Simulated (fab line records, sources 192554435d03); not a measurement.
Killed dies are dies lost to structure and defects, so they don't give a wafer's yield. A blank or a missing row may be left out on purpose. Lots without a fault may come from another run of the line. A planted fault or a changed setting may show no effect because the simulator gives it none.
fab line records | flow n5_finfet
record lots=24 wafers=72 last_day=17
route steps=1938 shown BEOL_M11@1553 BEOL_M12@1614 BEOL_M13@1671
lots that met no fault: from a run of the same line without faults
start_h: hours from the record's first day to the start of the lot's first wafer shown | wait_h: hours since the lot's step before | " the same as in the row above | L1.1+2: a row that stands for several wafers | - no value, or no start given | * or withheld: withheld | < > ~ a bound
route shown NAME@n: a module of which the file shows steps, and the number in the route of the first | usual: mean/standard deviation of fault-free wafers | same: alike in all rows | chamber/n: place in a boat | sites: the reading at each site | _std_site: their standard deviation | _edge_site: outer sites' mean less inner sites' | radius_mm: how far each site lies from the wafer's centre | mask NAME#n: copy n | behind: the tool/chamber that last shaped the wafer | hold: why the lot was held/for how many hours/how that ended | device: the transistor (n, p or np) that didn't switch | end of line: the same wafers' tests at the end of the route | a step without rows: its recipe alone | killed: dies lost to structure and defects at the first sort, not the wafer's yield | map: a wafer's dies, x killed, . not, _ none there
set.NAME: the setting as run; set.NAME@STEP: as run at that earlier step | model.NAME: the simulator's own value behind a step, which no gauge read
steps of the route over a sample of lots; a table a step, a row a wafer
services: from which hour (start_h, from the record's first day; less than 0 if before it) a tool's chamber was out of use, for how many hours, and why
## steps
# step N5_BEOL_M11_ETCH_61
# recipe chemistry=CF4 target=SiARC target_depth_a=390 mask_material=CAR-ArF time_s=65 ion_energy_ev=80 pressure_mtorr=40 source_w=545 bias_w=36 Ar_flow_sccm=100 cf4_flow_sccm=100 ends=cleared
# usual cf4_flow_sccm=100.01/0.29 drypump_motor_current_A=5.8/0.5 etch_rf_on_time_s=64.5/1.4 oes_product_au=0.67/0.061 rf_vpp_V=184.0/0.95 showerhead_plenum_p_Torr=2.13/0.046 throttle_valve_pct=15.54/0.21
# columns lot.wafer tool chamber start_h wait_h cf4_flow_sccm drypump_motor_current_A etch_rf_on_time_s oes_product_au rf_hours_counter_h rf_vpp_V showerhead_plenum_p_Torr throttle_valve_pct
L074.2 rie_diel-05 1 219.21 0.0 100.65 5.7 65.0 0.62 173 184.9 2.20 15.46
L074.3 " 2 " " 100.14 5.9 62.6 0.69 111 184.9 2.16 15.44
L074.4 " 3 " " 99.67 6.4 64.2 0.69 96 181.7 2.10 15.83
L076.3 rie_diel-05 2 224.27 0.0 100.00 5.9 62.5 0.70 113 184.4 2.16 15.44
L076.4 " 0 " " 99.62 5.9 66.4 0.59 - 184.5 2.12 15.72
L076.6 " 2 " " 100.37 5.9 62.8 0.69 - 184.2 2.16 15.42
L075.1 rie_diel-05 1 231.01 0.0 99.77 5.7 65.0 0.62 177 184.2 2.20 15.48
L075.5 " 0 " " 100.46 5.8 66.4 0.60 - 184.3 2.11 15.74
L075.6 " 1 " " 100.19 5.6 64.7 0.62 - 184.8 2.20 15.47
L078.1 rie_diel-03 2 249.33 0.0 100.21 5.7 65.7 0.59 246 185.0 2.20 15.77
L078.5 " 3 " " 99.92 6.6 63.9 0.68 - 184.4 2.16 15.45
L078.6 " 2 " " 100.18 5.7 65.8 0.58 - 183.5 2.20 15.77
L077.3 rie_diel-02 0 258.52 0.0 100.48 5.4 62.7 0.74 70 182.2 2.08 15.07
L077.4 " 3 " " 100.47 5.4 66.4 0.62 185 183.7 2.10 15.72
L077.6 " 3 " " 100.35 5.4 66.4 0.62 - 183.4 2.10 15.73
L079.2 rie_diel-05 3 258.59 0.0 99.54 6.4 64.4 0.68 107 183.7 2.09 15.84
L079.4 " 0 " " 99.72 5.8 65.8 0.59 247 183.9 2.11 15.74
L079.6 " 0 " " 100.08 5.8 66.2 0.59 - 183.7 2.11 15.76
L080.4 rie_diel-02 1 270.36 0.0 100.25 5.7 65.3 0.67 117 183.7 2.06 15.48
L080.5 " 0 " " 99.87 5.4 62.6 0.74 - 183.2 2.08 15.06
L080.6 " 3 " " 100.28 5.4 66.9 0.61 - 184.7 2.10 15.73
L083.1 rie_diel-03 3 275.80 0.0 99.91 6.6 62.4 0.69 117 184.1 2.15 15.44
L083.3 " 0 " " 99.66 5.3 63.5 0.70 107 183.7 2.07 15.52
L083.5 " 3 " " 99.93 6.6 62.6 0.68 - 185.0 2.15 15.47
L081.1 rie_diel-05 1 276.82 0.0 99.90 5.7 65.1 0.61 194 186.2 2.20 15.49
L081.2 " 3 " " 99.95 6.4 64.1 0.68 113 183.3 2.09 15.86
L081.5 " 1 " " 100.06 5.7 64.7 0.61 - 184.9 2.20 15.50
L082.1 rie_diel-03 1 278.99 0.0 100.48 4.8 62.9 0.74 47 185.8 2.18 15.46
L082.3 " 0 " " 99.74 5.3 64.1 0.69 109 183.8 2.07 15.52
L082.5 " 3 " " 99.65 6.6 63.4 0.68 - 183.3 2.15 15.45
L085.1 rie_diel-02 1 286.42 0.0 100.33 5.7 63.9 0.67 120 184.1 2.06 15.48
L085.4 " 3 " " 99.75 5.4 65.6 0.61 193 184.2 2.10 15.76
L085.5 " 2 " " 99.83 6.4 66.9 0.58 - 184.9 2.13 15.84
L084.3 rie_diel-02 2 293.93 0.0 99.96 6.4 67.6 0.59 195 183.0 2.12 15.83
L084.4 " 1 " " 100.06 5.7 63.8 0.66 123 182.1 2.06 15.47
L084.5 " 3 " " 100.33 5.4 66.3 0.61 - 185.8 2.10 15.75
L086.2 rie_diel-03 0 306.11 0.0 100.03 5.3 63.5 0.69 118 182.0 2.07 15.55
L086.5 " 0 " " 99.84 5.3 63.0 0.69 - 182.3 2.07 15.52
L086.6 " 3 " " 99.40 6.6 63.4 0.67 - 183.8 2.15 15.48
L088.2 rie_diel-05 3 306.68 0.0 100.04 6.4 64.4 0.67 124 183.1 2.09 15.88
L088.4 " 0 " " 99.59 5.8 64.6 0.80 4 183.7 2.11 15.25
L088.6 " 0 " " 99.67 5.8 64.6 0.82 - 183.7 2.11 15.26
L087.1 rie_diel-03 2 313.63 0.0 99.41 5.8 65.1 0.80 9 184.4 2.19 15.29
L087.4 " 2 " " 99.80 5.7 65.0 0.80 - 183.6 2.19 15.31
L087.5 " 3 " " 100.24 6.6 63.5 0.67 - 183.8 2.15 15.50
L090.3 rie_diel-02 1 319.86 0.0 99.92 5.7 64.2 0.66 131 184.1 2.06 15.50
L090.5 " 3 " " 100.31 5.4 66.6 0.60 - 184.5 2.09 15.77
L090.6 " 2 " " 99.75 6.4 67.7 0.58 - 184.6 2.12 15.87
L092.3 rie_diel-02 3 323.82 0.0 99.85 5.4 67.7 0.60 204 182.6 2.09 15.76
L092.4 " 0 " " 99.82 5.4 62.7 0.71 89 183.7 2.07 15.10
L092.5 " 1 " " 99.82 5.7 65.2 0.65 - 184.3 2.06 15.50
L089.2 rie_diel-05 1 324.14 0.0 99.97 5.6 64.8 0.59 210 185.2 2.19 15.53
L089.4 " 0 " " 99.52 5.8 63.6 0.79 9 184.4 2.11 15.25
L089.6 " 1 " " 100.13 5.7 65.4 0.60 - 185.2 2.19 15.53
L091.1 rie_diel-05 3 327.71 0.0 100.45 6.4 64.1 0.66 130 183.6 2.09 15.88
L091.2 " 1 " " 100.08 5.7 65.7 0.61 211 184.7 2.19 15.53
L091.6 " 1 " " 99.86 5.6 65.6 0.59 - 184.7 2.19 15.52
L095.1 rie_diel-05 0 344.39 0.0 100.14 5.8 64.6 0.77 15 182.7 2.11 15.29
L095.4 " 2 " " 99.72 5.9 63.2 0.67 153 182.7 2.14 15.52
L095.5 " 1 " " 100.49 5.6 65.8 0.59 - 185.0 2.19 15.53
L094.1 rie_diel-03 3 344.97 0.0 100.09 6.6 63.5 0.67 133 183.5 2.15 15.50
L094.2 " 2 " " 99.84 5.7 64.8 0.76 20 185.4 2.19 15.34
L094.4 " 1 " " 99.75 4.8 62.8 0.72 68 183.7 2.17 15.51
L093.2 rie_diel-03 0 347.19 0.0 99.52 5.3 63.7 0.68 134 181.8 2.06 15.57
L093.4 " 3 " " 99.98 6.6 64.1 0.67 134 184.8 2.15 15.50
L093.5 " 2 " " 100.54 5.8 65.4 0.77 - 184.2 2.19 15.34
L097.1 rie_diel-03 2 360.14 0.0 100.10 5.7 65.3 0.76 25 185.4 2.19 15.31
L097.2 " 0 " " 99.89 5.3 63.6 0.67 138 182.6 2.06 15.56
L097.6 " 3 " " 99.59 6.6 63.7 0.66 - 184.0 2.15 15.51
L096.1 rie_diel-05 1 364.85 0.0 99.88 5.6 65.1 0.60 225 182.6 2.19 15.56
L096.2 " 3 " " 100.21 6.4 64.7 0.64 143 183.9 2.08 15.93
L096.3 " 0 " " 100.02 5.8 64.8 0.76 24 182.5 2.10 15.29
# step N5_BEOL_M11_CD_MEAS_35
# recipe target_cd_nm=70 polarity=opening
# usual cd_nm=70.1/0.87
# columns lot.wafer tool chamber start_h wait_h cd_nm
L074.2 cd_sem-03 - 223.33 0.0 68.8
L074.3 " - " " 69.9
L074.4 " - " " 69.2
L076.3 cd_sem-03 - 226.23 0.0 70.7
L076.4 " - " " 70.2
L076.6 " - " " 71.8
L075.1 cd_sem-01 - 235.68 0.0 71.0
L075.5 " - " " 70.4
L075.6 " - " " 71.2
L078.1 cd_sem-03 - 251.47 0.0 70.3
L078.5 " - " " 70.5
L078.6 " - " " 69.8
L077.3 cd_sem-01 - 260.14 0.0 69.6
L077.4 " - " " 69.3
L077.6 " - " " 70.0
L079.2 cd_sem-03 - 260.41 0.0 69.5
L079.4 " - " " 69.0
L079.6 " - " " 68.9
L080.4 cd_sem-02 - 275.02 0.0 70.1
L080.5 " - " " 70.7
L080.6 " - " " 70.8
L083.1 cd_sem-02 - 278.57 0.0 72.5
L083.3 " - " " 69.4
L083.5 " - " " 71.4
L081.1 cd_sem-03 - 278.69 0.0 69.1
L081.2 " - " " 70.5
L081.5 " - " " 67.9
L082.1 cd_sem-03 - 280.63 0.0 67.8
L082.3 " - " " 68.9
L082.5 " - " " 71.1
L085.1 cd_sem-01 - 289.98 0.0 71.0
L085.4 " - " " 69.4
L085.5 " - " " 69.1
L084.3 cd_sem-01 - 295.51 0.0 70.6
L084.4 " - " " 69.6
L084.5 " - " " 69.8
L086.2 cd_sem-01 - 308.81 0.0 71.5
L086.5 " - " " 70.2
L086.6 " - " " 71.5
L088.2 cd_sem-01 - 309.14 0.0 70.3
L088.4 " - " " 70.6
L088.6 " - " " 70.1
L087.1 cd_sem-01 - 318.90 0.0 68.8
L087.4 " - " " 69.1
L087.5 " - " " 71.4
L090.3 cd_sem-02 - 323.25 0.0 71.4
L090.5 " - " " 69.9
L090.6 " - " " 69.7
L092.3 cd_sem-02 - 325.73 0.0 70.1
L092.4 " - " " 68.6
L092.5 " - " " 69.2
L089.2 cd_sem-03 - 326.17 0.0 69.9
L089.4 " - " " 69.4
L089.6 " - " " 69.5
L091.1 cd_sem-03 - 330.45 0.0 70.3
L091.2 " - " " 69.7
L091.6 " - " " 69.1
L094.1 cd_sem-01 - 346.48 0.0 71.1
L094.2 " - " " 70.4
L094.4 " - " " 69.1
L095.1 cd_sem-03 - 346.94 0.0 69.8
L095.4 " - " " 70.6
L095.5 " - " " 70.6
L093.2 cd_sem-03 - 349.63 0.0 69.3
L093.4 " - " " 70.2
L093.5 " - " " 70.3
L097.1 cd_sem-03 - 361.73 0.0 68.8
L097.2 " - " " 70.1
L097.6 " - " " 71.7
L096.1 cd_sem-01 - 366.30 0.0 70.3
L096.2 " - " " 70.2
L096.3 " - " " 70.1
# step N5_BEOL_M12_INSPECT_12
# recipe mode=adi inspect_instrument=macro
# usual raw_defect_count=2.2/1.3
# columns lot.wafer tool chamber start_h wait_h raw_defect_count
L074.2 defect_inspect-02 - 226.23 0.0 3
L074.3 " - " " 3
L074.4 " - " " 4
L076.3 defect_inspect-02 - 231.33 0.0 1
L076.4 " - " " 1
L076.6 " - " " 2
L075.1 defect_inspect-01 - 239.02 0.0 2
L075.5 " - " " 0
L075.6 " - " " 2
L078.1 defect_inspect-02 - 254.85 0.0 1
L078.5 " - " " 2
L078.6 " - " " 2
L077.3 defect_inspect-02 - 263.80 0.0 1
L077.4 " - " " 2
L077.6 " - " " 1
L079.2 defect_inspect-01 - 264.20 0.0 4
L079.4 " - " " 0
L079.6 " - " " 4
L080.4 defect_inspect-01 - 277.83 0.0 2
L080.5 " - " " 1
L080.6 " - " " 3
L083.1 defect_inspect-01 - 282.47 0.0 2
L083.3 " - " " 2
L083.5 " - " " 1
L081.1 defect_inspect-01 - 283.00 0.0 1
L081.2 " - " " 1
L081.5 " - " " 3
L082.1 defect_inspect-01 - 283.72 0.0 3
L082.3 " - " " 2
L082.5 " - " " 1
L085.1 defect_inspect-01 - 294.21 0.0 3
L085.4 " - " " 1
L085.5 " - " " 4
L084.3 defect_inspect-02 - 299.75 0.0 2
L084.4 " - " " 4
L084.5 " - " " 2
L086.2 defect_inspect-01 - 311.74 0.0 1
L086.5 " - " " 3
L086.6 " - " " 2
L088.2 defect_inspect-01 - 312.01 0.0 3
L088.4 " - " " 5
L088.6 " - " " 3
L087.1 defect_inspect-02 - 322.03 0.0 1
L087.4 " - " " 4
L087.5 " - " " 2
L090.3 defect_inspect-02 - 326.58 0.0 3
L090.5 " - " " 3
L090.6 " - " " 1
L092.3 defect_inspect-01 - 328.47 0.0 2
L092.4 " - " " 0
L092.5 " - " " 3
L089.2 defect_inspect-01 - 329.10 0.0 2
L089.4 " - " " 2
L089.6 " - " " 4
L091.1 defect_inspect-02 - 333.36 0.0 1
L091.2 " - " " 3
L091.6 " - " " 1
L094.1 defect_inspect-01 - 349.44 0.0 2
L094.2 " - " " 2
L094.4 " - " " 3
L095.1 defect_inspect-02 - 351.90 0.0 0
L095.4 " - " " 2
L095.5 " - " " 1
L093.2 defect_inspect-02 - 352.73 0.0 0
L093.4 " - " " 3
L093.5 " - " " 3
L097.1 defect_inspect-02 - 366.34 0.0 1
L097.2 " - " " 1
L097.6 " - " " 3
L096.1 defect_inspect-02 - 369.62 0.0 2
L096.2 " - " " 1
L096.3 " - " " 3
# step N5_BEOL_M12_ETCH_59
# recipe chemistry=N2/H2 target=BARC target_depth_a=890 overetch_a=267 time_s=67.9 ion_energy_ev=200 pressure_mtorr=30 source_w=840 bias_w=150 n2_flow_sccm=200 h2_flow_sccm=200
# usual drypump_motor_current_A=5.7/0.32 oes_product_au=0.68/0.058 rf_vpp_V=524.4/2 showerhead_plenum_p_Torr=2.56/0.072 throttle_valve_pct=17.87/0.26
# columns lot.wafer tool chamber start_h wait_h drypump_motor_current_A oes_product_au rf_hours_counter_h rf_vpp_V showerhead_plenum_p_Torr throttle_valve_pct
L074.2 rie_diel-06 0 226.30 0.0 5.6 0.70 68 521.0 2.50 17.79
L074.3 " 2 " " 5.7 0.68 105 525.5 2.54 17.91
L074.4 " 2 " " 5.7 0.70 - 524.5 2.54 17.94
L076.3 rie_diel-06 3 231.88 0.0 6.0 0.69 121 524.4 2.55 17.68
L076.4 " 2 " " 5.7 0.68 - 525.5 2.54 17.94
L076.6 " 0 " " 5.6 0.69 - 521.5 2.50 17.78
L075.1 rie_diel-04 2 239.17 0.0 5.5 0.59 215 526.1 2.63 17.74
L075.5 " 1 " " 5.5 0.59 - 521.6 2.50 17.67
L075.6 " 0 " " 6.2 0.70 - 525.5 2.59 17.73
L078.1 rie_diel-04 3 254.97 0.0 6.2 0.66 107 520.7 2.44 17.63
L078.5 " 3 " " 6.2 0.66 - 519.7 2.44 17.64
L078.6 " 0 " " 6.2 0.71 - 523.9 2.59 17.74
L077.3 rie_diel-04 3 263.99 0.0 6.1 0.66 110 521.7 2.43 17.65
L077.4 " 0 " " 6.2 0.71 72 523.5 2.59 17.75
L077.6 " 1 " " 5.4 0.59 - 523.4 2.50 17.71
L079.2 rie_diel-01 3 264.31 0.0 5.5 0.69 98 524.9 2.56 18.03
L079.4 " 0 " " 5.1 0.71 65 524.4 2.62 18.01
L079.6 " 1 " " 5.6 0.61 - 527.0 2.63 18.47
L080.4 rie_diel-06 2 277.89 0.0 5.7 0.67 122 525.4 2.53 17.95
L080.5 " 3 " " 6.1 0.67 - 524.6 2.54 17.70
L080.6 " 2 " " 5.7 0.68 - 523.6 2.53 17.94
L083.1 rie_diel-01 1 282.80 0.0 5.5 0.61 235 526.7 2.63 18.47
L083.3 " 3 " " 5.5 0.69 104 525.3 2.56 18.04
L083.5 " 2 " " 5.9 0.78 - 528.6 2.71 18.04
L081.1 rie_diel-01 2 283.07 0.0 5.8 0.77 26 528.0 2.71 18.04
L081.2 " 3 " " 5.6 0.68 105 522.8 2.56 18.04
L081.5 " 2 " " 5.8 0.77 - 527.5 2.71 18.05
L082.1 rie_diel-01 1 283.79 0.0 5.6 0.60 235 526.8 2.63 18.47
L082.3 " 0 " " 5.1 0.69 72 524.9 2.61 18.02
L082.5 " 1 " " 5.6 0.60 - 525.4 2.63 18.47
L085.1 rie_diel-01 1 294.28 0.0 5.6 0.60 238 525.5 2.63 18.49
L085.4 " 2 " " 5.8 0.77 29 527.4 2.71 18.05
L085.5 " 1 " " 5.6 0.60 - 526.5 2.63 18.48
L084.3 rie_diel-01 3 299.81 0.0 5.5 0.67 110 525.2 2.56 18.06
L084.4 " 0 " " 5.1 0.68 77 524.6 2.61 18.03
L084.5 " 0 " " 5.1 0.69 - 523.8 2.61 18.00
L086.2 rie_diel-01 1 311.81 0.0 5.6 0.60 245 526.4 2.62 18.49
L086.5 " 2 " " 5.8 0.75 - 528.3 2.71 18.05
L086.6 " 3 " " 5.5 0.67 - 524.6 2.56 18.06
L088.2 rie_diel-04 2 312.08 0.0 5.5 0.58 240 526.0 2.62 17.76
L088.4 " 0 " " 6.2 0.69 - 525.8 2.58 17.77
L088.6 " 2 " " 5.5 0.57 - 525.5 2.62 17.77
L087.1 rie_diel-06 1 322.10 0.0 6.0 0.76 31 524.6 2.58 17.66
L087.4 " 2 " " 5.7 0.66 137 524.6 2.53 17.98
L087.5 " 2 " " 5.7 0.66 - 524.3 2.53 17.98
L090.3 rie_diel-06 2 326.65 0.0 5.7 0.66 140 523.6 2.53 17.98
L090.5 " 0 " " 5.6 0.66 - 519.8 2.49 17.82
L090.6 " 1 " " 5.9 0.75 - 524.2 2.58 17.66
L092.3 rie_diel-06 3 328.54 0.0 6.1 0.66 153 523.2 2.54 17.75
L092.4 " 1 " " 5.9 0.76 34 525.0 2.58 17.66
L092.5 " 0 " " 5.6 0.67 - 520.6 2.48 17.86
L089.2 rie_diel-04 0 329.17 0.0 6.2 0.69 92 524.4 2.58 17.78
L089.4 " 2 " " 5.4 0.57 - 525.5 2.62 17.80
L089.6 " 1 " " 5.4 0.80 - 522.9 2.49 17.31
L091.1 rie_diel-06 3 333.43 0.0 6.1 0.66 154 524.1 2.54 17.75
L091.2 " 1 " " 5.9 0.76 36 524.7 2.58 17.66
L091.6 " 2 " " 5.7 0.65 - 525.1 2.53 17.99
L094.1 rie_diel-04 3 349.51 0.0 6.2 0.64 144 520.5 2.42 17.69
L094.2 " 0 " " 6.2 0.68 103 524.7 2.57 17.79
L094.4 " 0 " " 6.2 0.68 - 525.6 2.57 17.80
L095.1 rie_diel-01 1 351.97 0.0 5.6 0.82 6 526.5 2.62 18.08
L095.4 " 0 " " 5.2 0.68 100 524.8 2.60 18.05
L095.5 " 3 " " 5.6 0.66 - 526.3 2.55 18.10
L093.2 rie_diel-04 0 353.07 0.0 6.2 0.67 104 524.9 2.57 17.78
L093.4 " 1 " " 5.5 0.77 - 524.3 2.48 17.35
L093.5 " 0 " " 6.2 0.68 - 525.1 2.57 17.79
L097.1 rie_diel-06 1 366.41 0.0 5.9 0.74 48 526.3 2.58 17.69
L097.2 " 3 " " 6.0 0.65 166 522.8 2.53 17.76
L097.6 " 3 " " 6.0 0.66 - 523.5 2.53 17.76
L096.1 rie_diel-04 0 369.69 0.0 6.2 0.68 110 524.3 2.57 17.81
L096.2 " 1 " " 5.4 0.77 17 522.8 2.48 17.33
L096.3 " 3 " " 6.2 0.62 151 522.5 2.42 17.71
# step N5_BEOL_M13_INSPECT_12
# recipe mode=adi inspect_instrument=macro
# usual raw_defect_count=2.3/1.6
# columns lot.wafer tool chamber start_h wait_h raw_defect_count
L074.2 defect_inspect-02 - 232.97 0.0 1
L074.3 " - " " 0
L074.4 " - " " 4
L076.3 defect_inspect-01 - 237.04 0.0 3
L076.4 " - " " 3
L076.6 " - " " 3
L075.1 defect_inspect-01 - 244.39 0.0 2
L075.5 " - " " 4
L075.6 " - " " 2
L078.1 defect_inspect-02 - 260.28 0.0 3
L078.5 " - " " 1
L078.6 " - " " 2
L077.3 defect_inspect-01 - 267.94 0.0 0
L077.4 " - " " 1
L077.6 " - " " 2
L079.2 defect_inspect-02 - 272.46 0.0 3
L079.4 " - " " 7
L079.6 " - " " 3
L080.4 defect_inspect-01 - 288.91 0.0 1
L080.5 " - " " 1
L080.6 " - " " 5
L083.1 defect_inspect-01 - 289.32 0.0 4
L083.3 " - " " 4
L083.5 " - " " 2
L081.1 defect_inspect-01 - 289.48 0.0 1
L081.2 " - " " 3
L081.5 " - " " 0
L082.1 defect_inspect-01 - 289.68 0.0 2
L082.3 " - " " 1
L082.5 " - " " 0
L085.1 defect_inspect-02 - 303.13 0.0 2
L085.4 " - " " 1
L085.5 " - " " 0
L084.3 defect_inspect-01 - 304.90 0.0 2
L084.4 " - " " 0
L084.5 " - " " 4
L086.2 defect_inspect-02 - 321.05 0.0 4
L086.5 " - " " 1
L086.6 " - " " 1
L088.2 defect_inspect-02 - 323.03 0.0 2
L088.4 " - " " 1
L088.6 " - " " 0
L087.1 defect_inspect-02 - 328.35 0.0 3
L087.4 " - " " 3
L087.5 " - " " 2
L090.3 defect_inspect-01 - 333.55 0.0 1
L090.5 " - " " 1
L090.6 " - " " 1
L092.3 defect_inspect-01 - 334.18 0.0 0
L092.4 " - " " 0
L092.5 " - " " 0
L089.2 defect_inspect-02 - 336.22 0.0 1
L089.4 " - " " 2
L089.6 " - " " 3
L091.1 defect_inspect-01 - 337.30 0.0 1
L091.2 " - " " 4
L091.6 " - " " 1
L094.1 defect_inspect-01 - 355.85 0.0 3
L094.2 " - " " 0
L094.4 " - " " 5
L095.1 defect_inspect-01 - 356.08 0.0 3
L095.4 " - " " 2
L095.5 " - " " 2
L093.2 defect_inspect-02 - 358.33 0.0 2
L093.4 " - " " 4
L093.5 " - " " 1
L097.1 defect_inspect-01 - 372.74 0.0 1
L097.2 " - " " 4
L097.6 " - " " 0
L096.1 defect_inspect-01 - 373.64 0.0 5
L096.2 " - " " 3
L096.3 " - " " 1
# step N5_BEOL_M13_DESCUM_15
# recipe chemistry=O2 time_s=7.9 source_power_w=50 bias_power_w=20 pressure_mtorr=20 rf_frequency_hz=2.712e+07 temp_c=40 o2_flow_sccm=225
# usual drypump_motor_current_A=5.7/0.5 oes_product_au=0.78/0.07 rf_vpp_V=242.9/0.99 showerhead_plenum_p_Torr=2.08/0.047 throttle_valve_pct=20.42/0.25
# columns lot.wafer tool chamber start_h wait_h drypump_motor_current_A oes_product_au rf_hours_counter_h rf_vpp_V showerhead_plenum_p_Torr throttle_valve_pct
L074.2 rie_diel-05 1 233.01 0.0 5.7 0.71 178 244.1 2.16 20.24
L074.3 " 3 " " 6.4 0.81 98 242.6 2.05 20.77
L074.4 " 0 " " 5.8 0.71 238 242.1 2.04 20.30
L076.3 rie_diel-05 1 237.19 0.2 5.6 0.71 180 243.5 2.16 20.25
L076.4 " 0 " " 5.8 0.71 240 243.3 2.04 20.28
L076.6 " 3 " " 6.4 0.81 - 241.7 2.05 20.77
L075.1 rie_diel-02 0 244.68 0.3 5.4 0.86 67 242.1 2.07 20.12
L075.5 " 3 " " 5.4 0.74 - 242.8 2.08 20.68
L075.6 " 2 " " 6.5 0.70 - 242.3 2.11 20.77
L078.1 rie_diel-03 3 260.32 0.0 6.6 0.79 113 243.8 2.11 20.31
L078.5 " 3 " " 6.6 0.79 - 244.2 2.11 20.31
L078.6 " 0 " " 5.3 0.80 - 243.0 2.04 20.51
L077.3 rie_diel-02 3 268.11 0.2 5.4 0.73 188 242.8 2.08 20.70
L077.4 " 1 " " 5.7 0.77 116 242.0 2.01 20.31
L077.6 " 0 " " 5.4 0.83 - 241.7 2.06 20.13
L079.2 rie_diel-03 3 272.50 0.0 6.6 0.79 116 243.1 2.11 20.32
L079.4 " 3 " " 6.7 0.78 - 242.8 2.11 20.32
L079.6 " 1 " " 4.8 0.87 - 242.1 2.13 20.25
L080.4 rie_diel-05 1 289.05 0.1 5.7 0.71 - 244.4 2.15 20.26
L080.5 " 3 " " 6.4 0.80 - 243.6 2.04 20.81
L080.6 " 2 " " 5.9 0.79 - 243.4 2.11 20.31
L083.1 rie_diel-05 2 290.73 1.4 5.9 0.78 137 242.4 2.11 20.32
L083.3 " 3 " " 6.4 0.79 118 242.5 2.04 20.81
L083.5 " 1 " " 5.7 0.70 - 244.1 2.15 20.27
L081.1 rie_diel-02 0 290.77 1.3 5.4 0.83 79 243.2 2.06 20.12
L081.2 " 2 " " 6.5 0.69 194 243.5 2.11 20.79
L081.5 " 0 " " 5.4 0.84 - 240.6 2.06 20.13
L082.1 rie_diel-03 2 290.83 1.2 5.7 0.96 1 242.1 2.16 20.17
L082.3 " 0 " " 5.4 0.79 113 243.1 2.03 20.53
L082.5 " 3 " " 6.7 0.78 - 243.6 2.11 20.34
L085.1 rie_diel-05 3 303.22 0.1 6.4 0.80 123 240.9 2.04 20.82
L085.4 " 2 " " 5.9 0.78 141 242.9 2.11 20.30
L085.5 " 1 " " 5.7 0.70 - 243.8 2.15 20.27
L084.3 rie_diel-03 2 305.44 0.5 5.7 0.95 6 243.6 2.16 20.17
L084.4 " 1 " " 4.8 0.85 56 242.1 2.13 20.23
L084.5 " 1 " " 4.8 0.84 - 245.3 2.13 20.26
L086.2 rie_diel-03 2 321.08 0.0 5.7 0.92 12 244.0 2.16 20.20
L086.5 " 3 " " 6.6 0.78 - 243.8 2.11 20.34
L086.6 " 0 " " 5.3 0.79 - 243.5 2.03 20.55
L088.2 rie_diel-02 2 323.17 0.1 6.4 0.69 204 242.5 2.11 20.82
L088.4 " 0 " " 5.4 0.82 89 242.2 2.06 20.14
L088.6 " 0 " " 5.4 0.82 - 242.4 2.06 20.16
L087.1 rie_diel-02 3 328.38 0.0 5.4 0.72 206 242.0 2.07 20.71
L087.4 " 0 " " 5.4 0.82 91 241.2 2.06 20.15
L087.5 " 1 " " 5.7 0.76 - 242.2 2.01 20.34
L090.3 rie_diel-03 1 333.58 0.0 4.8 0.83 63 243.1 2.13 20.25
L090.5 " 2 " " 5.8 0.91 - 244.4 2.16 20.22
L090.6 " 0 " " 5.3 0.78 - 242.5 2.03 20.55
L092.3 rie_diel-05 0 334.52 0.3 5.8 0.93 12 241.9 2.03 19.92
L092.4 " 1 " " 5.7 0.69 214 244.3 2.15 20.30
L092.5 " 3 " " 6.4 0.79 - 242.4 2.04 20.81
L089.2 rie_diel-05 0 336.27 0.0 5.9 0.93 14 241.9 2.03 19.92
L089.4 " 2 " " 5.9 0.77 152 242.9 2.10 20.33
L089.6 " 2 " " 5.9 0.76 - 243.6 2.10 20.32
L091.1 rie_diel-03 1 337.33 0.0 4.8 0.83 65 244.0 2.13 20.26
L091.2 " 0 " " 5.3 0.78 130 242.5 2.03 20.56
L091.6 " 0 " " 5.3 0.78 - 242.5 2.03 20.55
L094.1 rie_diel-02 1 355.88 0.0 5.7 0.75 143 243.3 2.00 20.35
L094.2 " 2 " " 6.5 0.67 215 243.1 2.10 20.84
L094.4 " 3 " " 5.4 0.70 216 243.8 2.07 20.72
L095.1 rie_diel-02 3 356.18 0.1 5.4 0.71 216 244.3 2.07 20.73
L095.4 " 2 " " 6.4 0.68 215 243.2 2.10 20.83
L095.5 " 2 " " 6.4 0.67 - 242.9 2.10 20.85
L093.2 rie_diel-02 1 358.36 0.0 5.7 0.76 144 239.9 2.00 20.36
L093.4 " 3 " " 5.4 0.71 217 243.0 2.07 20.72
L093.5 " 3 " " 5.4 0.72 - 242.6 2.07 20.74
L097.1 rie_diel-05 3 372.79 0.0 6.4 0.77 146 242.8 2.03 20.86
L097.2 " 1 " " 5.7 0.68 228 245.0 2.14 20.34
L097.6 " 2 " " 5.9 0.75 - 243.5 2.10 20.34
L096.1 rie_diel-02 3 373.68 0.0 5.4 0.70 222 242.7 2.07 20.74
L096.2 " 1 " " 5.7 0.74 149 241.5 2.00 20.35
L096.3 " 2 " " 6.5 0.68 221 243.0 2.10 20.85
## services
# columns tool chamber start_h hours kind
rie_diel-01 2 201.16 - clean
rie_diel-01 2 201.16 - consumable_replace:focus_ring
rie_diel-01 2 201.16 - consumable_replace:showerhead
rie_diel-01 2 201.16 13.0 scheduled_down
rie_diel-01 2 201.16 13.0 vent_cycle
rie_diel-06 1 203.30 - clean
rie_diel-04 1 204.77 9.1 repair
rie_diel-06 3 242.09 1.5 repair
rie_diel-06 0 242.48 1.3 repair
rie_diel-02 - 249.58 2.8 pm
rie_diel-03 2 261.75 - clean
rie_diel-03 2 261.75 - consumable_replace:focus_ring
rie_diel-03 2 261.75 24.2 scheduled_down
rie_diel-03 2 261.75 24.2 vent_cycle
rie_diel-05 0 269.66 - clean
rie_diel-05 0 269.66 - consumable_replace:focus_ring
rie_diel-05 0 269.66 24.8 scheduled_down
rie_diel-05 0 269.66 24.8 vent_cycle
rie_diel-04 0 276.72 15.8 repair
rie_diel-04 3 290.02 5.1 repair
rie_diel-04 2 293.54 9.1 repair
rie_diel-04 3 327.77 1.6 repair
rie_diel-05 2 348.81 20.3 repair
rie_diel-01 2 366.86 2.7 repair
## key
fault none
